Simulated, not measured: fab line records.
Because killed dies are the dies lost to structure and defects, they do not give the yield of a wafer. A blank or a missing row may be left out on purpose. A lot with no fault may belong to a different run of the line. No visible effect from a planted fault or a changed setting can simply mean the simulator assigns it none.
Matching of chambers / flow n5_finfet / 4 sister chambers for N5_SPACER0_ALD_00 on ald_sin-01
The step deposits SiOCN, target thk 3.5 nm, pulse time 3 s, purge time 2 s. 8 wafers are shown with their chamber, then 7 later ones without.

== WAFERS, EACH WITH ITS CHAMBER ==
wafer=L080.5; chamber=2; heater_power_w (W)=871; precursor_pulse_height_rel=1.011
wafer=L081.2; chamber=2; heater_power_w (W)=831; precursor_pulse_height_rel=1.002
wafer=L081.3; chamber=3; heater_power_w (W)=946; precursor_pulse_height_rel=0.975
wafer=L085.1; chamber=1; heater_power_w (W)=779; precursor_pulse_height_rel=1.018
wafer=L085.2; chamber=0; heater_power_w (W)=869; precursor_pulse_height_rel=1.014
wafer=L085.5; chamber=0; heater_power_w (W)=865; precursor_pulse_height_rel=0.999
wafer=L087.2; chamber=3; heater_power_w (W)=946; precursor_pulse_height_rel=1.050
wafer=L087.3; chamber=1; heater_power_w (W)=773; precursor_pulse_height_rel=1.007

== WAFERS MISSING THEIR CHAMBER ==
wafer=L087.4; heater_power_w (W)=839; precursor_pulse_height_rel=0.986
wafer=L089.2; heater_power_w (W)=860; precursor_pulse_height_rel=0.975
wafer=L089.3; heater_power_w (W)=858; precursor_pulse_height_rel=0.995
wafer=L089.6; heater_power_w (W)=928; precursor_pulse_height_rel=0.992
wafer=L095.2; heater_power_w (W)=758; precursor_pulse_height_rel=1.005
wafer=L095.3; heater_power_w (W)=939; precursor_pulse_height_rel=0.983
wafer=L095.5; heater_power_w (W)=768; precursor_pulse_height_rel=1.002

== WHICH CHAMBER EACH WENT THROUGH ==
wafer=L087.4; from the rows above=can't be placed: 2 or 0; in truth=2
wafer=L089.2; from the rows above=can't be placed: 0 or 2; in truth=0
wafer=L089.3; from the rows above=can't be placed: 2 or 0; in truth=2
wafer=L089.6; from the rows above=3; in truth=3
wafer=L095.2; from the rows above=1; in truth=1
wafer=L095.3; from the rows above=3; in truth=3
wafer=L095.5; from the rows above=1; in truth=1
4 of 7 placed correctly. These rows do not allow placing 3 (true chamber among the candidates in 3). Placed wrongly: 0.
How it was worked out, from the rows above alone: a wafer's distance from a chamber is the root of the sum, over the readings, of the square of ((its reading less the chamber's mean) divided by the reading's scatter). The wafer belongs to the nearest chamber; if the next one is less than 2 further off, it can't be placed. Each chamber's mean is taken over the wafers shown for it. How the scatter is found: for the shown wafers, subtract from each reading the mean of its chamber, square and add these, divide the total by (wafers less chambers), then take the root.
